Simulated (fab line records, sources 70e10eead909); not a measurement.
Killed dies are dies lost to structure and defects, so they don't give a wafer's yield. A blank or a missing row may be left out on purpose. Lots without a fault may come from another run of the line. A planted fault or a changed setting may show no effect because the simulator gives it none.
Chamber matching | flow nand_harc | NHARC_A_M0_PRE_CLEAN_31 on pecvd-01: 3 sister chambers
The step time 12 s. 6 wafers are shown with their chamber, then 12 later ones without.

WAFERS WITH THEIR CHAMBER
wafer  | chamber | heater_power_w (W)
L078.6 | 1       | 564
L088.1 | 2       | 639
L088.4 | 0       | 547
L085.2 | 0       | 659
L085.5 | 1       | 608
L085.6 | 2       | 682

WAFERS WITHOUT THEIR CHAMBER
wafer  | heater_power_w (W)
L091.4 | 635
L091.5 | 592
L091.6 | 586
L094.1 | 606
L094.3 | 641
L094.6 | 619
L096.1 | 605
L096.2 | 671
L096.3 | 629
L097.1 | 666
L097.3 | 563
L097.4 | 557

WHICH CHAMBER EACH WENT THROUGH
wafer  | from the rows above          | in truth
L091.4 | can't be placed: 2 or 0 or 1 | 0
L091.5 | can't be placed: 1 or 0 or 2 | 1
L091.6 | can't be placed: 1 or 0 or 2 | 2
L094.1 | can't be placed: 0 or 1 or 2 | 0
L094.3 | can't be placed: 2 or 0 or 1 | 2
L094.6 | can't be placed: 0 or 1 or 2 | 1
L096.1 | can't be placed: 0 or 1 or 2 | 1
L096.2 | can't be placed: 2 or 0 or 1 | 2
L096.3 | can't be placed: 0 or 2 or 1 | 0
L097.1 | can't be placed: 2 or 0 or 1 | 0
L097.3 | can't be placed: 1 or 0 or 2 | 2
L097.4 | can't be placed: 1 or 0 or 2 | 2
Placed correctly: 0 of 12. Can't be placed from these rows: 12 (the true chamber is among the candidates in 12). Placed wrongly: 0.
How it was worked out, from the rows above alone: a wafer's distance from a chamber is the root of the sum, over the readings, of the square of ((its reading less the chamber's mean) divided by the reading's scatter). The wafer belongs to the nearest chamber; if the next one is less than 2 further off, it can't be placed. A chamber's mean is the mean of its shown wafers. The scatter: the root of (the sum of the squares of (reading less its chamber's mean) over the shown wafers, divided by (wafers less chambers)).
